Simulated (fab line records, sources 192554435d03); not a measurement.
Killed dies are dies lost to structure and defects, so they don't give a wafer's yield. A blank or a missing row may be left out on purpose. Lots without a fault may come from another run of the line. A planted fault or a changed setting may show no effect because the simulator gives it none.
One fault seen from 2 desks | flow n5_finfet | each desk has only its own numbers; what lay behind them comes last

THE METROLOGY DESK
What the gauges read, lot by lot, whatever tool the lot ran on: means of the sampled wafers that have a number. A lot is out of limits, marked OUT, if its mean lies more than 4 standard deviations from the usual mean; the brackets give that distance.
Columns: A = cd_nm at N5_HKMG_FIN_CD_MEAS_12, usual 93.6 nm
lot  | first seen here | A
L270 | day 4 16:23     | 93.5
L271 | day 4 22:44     | 93.1
L272 | day 5 08:11     | 93.4
L274 | day 5 12:08     | 93.5
L275 | day 5 16:10     | 94.3
L276 | day 6 00:47     | 93.7
L282 | day 7 15:26     | 93.7
L284 | day 8 01:39     | 94.2
L285 | day 8 05:47     | 93.9
L287 | day 8 13:16     | 93.7
L288 | day 9 01:32     | 92.7
L289 | day 9 08:36     | 93.7
This desk's finding: nothing out of limits on any of the 12 lots.

THE TOOL OWNER'S DESK: ald_metal-03
The tool's own readings at N5_HKMG_FIN_PWFM_ALD_03 (deposits TiN, target thk 2 nm, pulse time 1 s, purge time 3 s): means of the sampled wafers that have a number, for each lot that ran on this tool. A lot is out of limits, marked OUT, if its mean lies more than 4 standard deviations from the usual mean; the brackets give that distance.
Columns: A = heater_power_w at N5_HKMG_FIN_PWFM_ALD_03, usual 877 W; B = precursor_pulse_height_rel at N5_HKMG_FIN_PWFM_ALD_03, usual 1.001
lot  | first seen here | A   | B
L272 | day 5 07:28     | 805 | 0.995
L282 | day 7 14:36     | 794 | 0.999
L284 | day 8 00:56     | 787 | 1.000
L285 | day 8 04:57     | 771 | 0.990
This desk's finding: nothing out of limits on any of the 4 lots.

PUT TOGETHER
The metrology desk saw nothing out of limits.
The tool owner's desk saw nothing out of limits.

WHAT THE SIMULATOR HAD PUT IN
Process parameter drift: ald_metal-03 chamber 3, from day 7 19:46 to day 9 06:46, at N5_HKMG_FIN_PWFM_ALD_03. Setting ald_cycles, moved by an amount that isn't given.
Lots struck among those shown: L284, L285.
